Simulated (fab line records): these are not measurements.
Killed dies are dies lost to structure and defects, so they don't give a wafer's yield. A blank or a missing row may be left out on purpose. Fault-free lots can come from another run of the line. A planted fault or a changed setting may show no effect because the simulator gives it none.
Comparing a struck lot with a sound one -- flow nand harc -- 13 steps out of a route of 1302
Sound: these wafers, L647.1, L647.2, L647.3. Struck: wafers L655.1, L655.5, L655.6. The cause is named last.
At each step with rows: each side's tool, then ch and its chambers, then its first start. Under that, the readings that differ: sound wafers -- struck wafers -- difference of the means -- sigmas: that difference in standard deviations of wafers without a fault.
alike: words and numbers the same on both sides, and readings whose means are apart by under 2 such deviations; not compared: readings that were withheld, readings missing a value for some wafer, numbers with overlapping values and no deviation given by the record, and bounds like >300 which may hide the same value.
A row with sigmas, a row that says differs or no value, or rows on one side alone: a step with any of these is where the two part. Numbers that have no deviation but don't overlap get no sigmas and don't part them. A reading missing from all wafers of one side parts the sides only when that side holds two or more wafers.

NHARC_A_BLC_STRIP_29: strips in CF4.
  sound on rie diel-03 ch 1,2,3, day 25 03:55; struck on rie diel-03 ch 2,3, day 28 01:07
  alike: chamber pressure mTorr, drypump motor current A, mfc ar sccm, oes product au, rf vpp V, showerhead plenum p Torr, throttle valve pct
  not compared: rf hours counter h
NHARC_A_BLC_STRIP_21: strips in O2.
  sound on rie diel-03 ch 1,2,3, day 25 04:02; struck on rie diel-03 ch 0,1, day 28 01:13
  alike: chamber pressure mTorr, drypump motor current A, mfc ar sccm, oes product au, rf vpp V, showerhead plenum p Torr, throttle valve pct
  not compared: rf hours counter h
then, 3 steps without rows for these wafers: NHARC_A_BLC_STRIP_22 (strips in post etch residue remover, time 600 s); NHARC_A_BLC_DEGAS_30 (time 60 s); NHARC_A_BLC_PRE_CLEAN_31 (time 15 s).
NHARC_A_BLC_PVD_32: deposits Ti, target thk 5 nm, time 17.7 s.
  sound on pvd sputter-02; struck on pvd sputter-02
  alike: throttle valve pct
NHARC_A_BLC_ALD_23: deposits TiN, target thk 3 nm, pulse time 1 s, ald cycles 150.
  sound on ald metal-02 ch 0,1,3, day 25 04:43; struck on ald metal-03 ch 0,1,3, day 28 01:55
  alike: heater power outer w, heater power w, precursor pulse height rel
then, 1 step without rows for these wafers: NHARC_A_BLC_CVD_24 (deposits W, target thk 150 nm, time 434 s).
NHARC_A_BLC_CMP_25: polishes, t overpolish 30 s, target thk 150 nm.
  sound on cmp-02 ch 0,1,3, day 25 05:30; struck on cmp-03 ch 1,2, day 28 02:39
  alike: motor current A, overpolish run s, time to endpoint s
next, for these wafers, 1 step has no rows: NHARC_A_BLC_SRD_27.
NHARC_A_BLC_INSPECT_28:
  sound on defect inspect-02 at day 25 05:53; struck on defect inspect-02 at day 28 03:01
  alike: raw defect count
NHARC_A_M0_DEP_00: deposits SiOC, target thk 150 nm.
  sound on pecvd-03 ch 0,1,2, day 25 05:57; struck on pecvd-04 ch 0,1, day 28 03:05
  no value came back on the struck wafers for chamber pressure Torr (Torr), rf fwd power W (W); on the sound wafers chamber pressure Torr (Torr) reads 4.992 5.014 5.023
then, 1 step without rows for these wafers: NHARC_A_M0_DEHYDRATE_01 (time 120 s).

== WHERE THEY PART ==
Only at NHARC_A_M0_DEP_00, within this record.

WHY: what had been put in by the simulator
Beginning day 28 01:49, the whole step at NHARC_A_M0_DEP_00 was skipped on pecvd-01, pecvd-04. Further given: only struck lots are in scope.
